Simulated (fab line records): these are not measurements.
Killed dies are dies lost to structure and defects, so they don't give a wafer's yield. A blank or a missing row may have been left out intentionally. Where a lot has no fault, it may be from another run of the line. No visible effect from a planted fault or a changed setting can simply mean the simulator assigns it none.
What tool caused it? :: flow nand harc :: 30 wafers from 10 lots sampled at 3 of the route's 1302 steps

== WHAT EACH GAUGE READ, for each wafer ==
NHARC_A_CHANNEL_FILL_D2_INSPECT_13.
lot: L075
measured: day 15 21:16
on: defect inspect-01
raw defect count: 472 555 374

lot: L078
measured: day 17 02:53
on: defect inspect-02
raw defect count: 301 286 355

lot: L082
measured: day 18 20:50
on: defect inspect-01
raw defect count: 453 359 527

lot: L084
measured: day 19 17:02
on: defect inspect-02
raw defect count: 262 350 263

lot: L086
measured: day 20 08:23
on: defect inspect-02
raw defect count: 218 288 285

lot: L087
measured: day 21 13:20
on: defect inspect-01
raw defect count: 391 486 431

lot: L091
measured: day 21 23:13
on: defect inspect-02
raw defect count: 556 548 427

lot: L092
measured: day 22 20:30
on: defect inspect-02
raw defect count: 218 339 318

lot: L094
measured: day 23 18:39
on: defect inspect-02
raw defect count: 225 241 471

lot: L095
measured: day 24 07:15
on: defect inspect-01
raw defect count: 406 203 372

== EACH LOT AND THE TOOL THAT RAN IT (in order: tool; ch and the chambers of the sampled wafers; start) ==
lot: L075
NHARC_A_CHANNEL_HOLE_D2_XSEM_32: xsem-02 ch 0, day 13 18:28
NHARC_A_CHANNEL_FILL_D2_STRIP_28: rie diel-05 ch 0,1, day 14 19:05

lot: L078
NHARC_A_CHANNEL_HOLE_D2_XSEM_32: xsem-02 ch 0, day 15 00:58
NHARC_A_CHANNEL_FILL_D2_STRIP_28: rie diel-05 ch 0,3, day 16 01:58

lot: L082
NHARC_A_CHANNEL_HOLE_D2_XSEM_32: xsem-02 ch 0, day 16 21:00
NHARC_A_CHANNEL_FILL_D2_STRIP_28: rie diel-08 ch 0,1, day 17 21:19

lot: L084
NHARC_A_CHANNEL_HOLE_D2_XSEM_32: xsem-02 ch 0, day 17 19:47
NHARC_A_CHANNEL_FILL_D2_STRIP_28: rie diel-08 ch 0,3, day 18 17:17

lot: L086
NHARC_A_CHANNEL_HOLE_D2_XSEM_32: xsem-02 ch 0, day 18 07:57
NHARC_A_CHANNEL_FILL_D2_STRIP_28: rie diel-05 ch 0,1,2, day 19 08:40

lot: L087
NHARC_A_CHANNEL_HOLE_D2_XSEM_32: xsem-02 ch 0, day 19 11:05
NHARC_A_CHANNEL_FILL_D2_STRIP_28: rie diel-08 ch 1,2,3, day 20 10:06

lot: L091
NHARC_A_CHANNEL_HOLE_D2_XSEM_32: xsem-02 ch 0, day 19 23:58
NHARC_A_CHANNEL_FILL_D2_STRIP_28: rie diel-05 ch 2,3, day 20 23:29

lot: L092
NHARC_A_CHANNEL_HOLE_D2_XSEM_32: xsem-01 ch 0, day 20 20:21
NHARC_A_CHANNEL_FILL_D2_STRIP_28: rie diel-08 ch 0,2, day 21 21:10

lot: L094
NHARC_A_CHANNEL_HOLE_D2_XSEM_32: xsem-01 ch 0, day 21 16:13
NHARC_A_CHANNEL_FILL_D2_STRIP_28: rie diel-08 ch 1,2,3, day 22 17:55

lot: L095
NHARC_A_CHANNEL_HOLE_D2_XSEM_32: xsem-01 ch 0, day 22 06:34
NHARC_A_CHANNEL_FILL_D2_STRIP_28: rie diel-13 ch 0,1,3, day 23 07:25
- NHARC_A_CHANNEL_HOLE_D2_XSEM_32
- NHARC_A_CHANNEL_FILL_D2_STRIP_28: strips in O2, time 20 s.

== THE ANSWER, worked out from the rows above alone ==
Rule: what is usual is taken from the lots themselves. Put in order of their means at a reading, lots are off if they are a third of the lots or fewer, leave a main group of 4 or more, and stand apart from it by a gap of 3 or more times the standard deviation of the main group's means; of several such gaps the widest counts. Not used: any main group whose means are identical at the precision the tables above print for the reading. A lot without any number at a reading at which 4 lots or more have one is off too. Any other lot the step has rows for is counted as sound.
No lot is off at any reading shown: from this, nothing can be told.

== WHAT HAD BEEN PUT IN BY THE SIMULATOR ==
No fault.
